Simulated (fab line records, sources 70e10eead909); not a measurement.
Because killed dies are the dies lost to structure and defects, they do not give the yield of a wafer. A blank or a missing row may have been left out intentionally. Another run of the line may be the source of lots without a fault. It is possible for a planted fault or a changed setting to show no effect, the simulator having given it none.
Chamber matching    flow nandHarc    4 sister chambers for NHARC_A_CHANNEL_FILL_D1_ALD_02 on aldHk-01
The step deposits SiO2, target thk 6 nm, pulse time 10 s, ald cycles 60. 18 wafers are shown with their chamber, then 9 later ones without.

## WAFERS, EACH WITH ITS CHAMBER
wafer   chamber  heaterPowerW (W)  precursorPulseHeightRel  susceptorTempC (C)
L074.4  3        458               0.976                    299.80
L074.5  3        455               1.028                    299.80
L074.6  2        463               0.986                    300.27
L078.2  3        453               0.993                    300.26
L078.5  0        493               0.977                    300.22
L078.6  1        532               1.008                    300.12
L077.1  0        524               0.987                    299.68
L077.3  1        523               1.031                    299.76
L077.5  0        502               0.989                    299.83
L089.1  3        478               1.006                    300.08
L089.3  1        502               0.987                    300.03
L089.6  2        495               0.988                    299.88
L091.2  3        467               0.995                    300.31
L091.4  0        518               1.010                    300.02
L091.6  0        530               0.993                    300.52
L093.1  0        523               1.068                    300.21
L093.2  2        486               1.005                    300.04
L093.3  3        474               1.000                    300.00

SIGNATURES (means of the wafers above)
reading                  chamber 0  chamber 1  chamber 2  chamber 3  scatter within a chamber
heaterPowerW             515.00     519.00     481.33     464.17     13.6
precursorPulseHeightRel  1.00400    1.00867    0.99300    0.99967    0.0241
susceptorTempC           300.0800   299.9700   300.0633   300.0417   0.245
Rule: for a wafer and a chamber, the distance is found by dividing, reading by reading, the gap between the wafer's reading and the chamber's mean by the reading's scatter, squaring, summing and taking the root. The wafer belongs to the nearest chamber; if the next one is less than 2 further off, it can't be placed. How the scatter is found: for the shown wafers, subtract from each reading the mean of its chamber, square and add these, divide the total by (wafers less chambers), then take the root.

## WAFERS WITH NO CHAMBER GIVEN
wafer   heaterPowerW (W)  precursorPulseHeightRel  susceptorTempC (C)
L092.2  482               0.987                    299.85
L092.3  521               0.993                    299.92
L092.6  486               1.015                    300.23
L094.1  449               1.016                    300.20
L094.4  497               0.974                    299.85
L094.6  535               0.983                    300.03
L097.1  531               0.962                    299.95
L097.2  487               0.969                    300.08
L097.6  493               1.021                    299.97

## EACH ONE'S CHAMBER
wafer   from the rows above                in truth
L092.2  can't be placed: 2 or 3 or 0 or 1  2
L092.3  can't be placed: 1 or 0            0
L092.6  can't be placed: 2 or 3 or 0 or 1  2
L094.1  can't be placed: 3 or 2            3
L094.4  can't be placed: 2 or 0 or 1 or 3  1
L094.6  can't be placed: 1 or 0            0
L097.1  can't be placed: 1 or 0 or 2       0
L097.2  can't be placed: 2 or 3 or 0 or 1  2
L097.6  can't be placed: 2 or 0 or 1 or 3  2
Correct placement for 0 of the 9. These rows do not allow placing 9 (true chamber among the candidates in 9). Placed wrongly: 0.
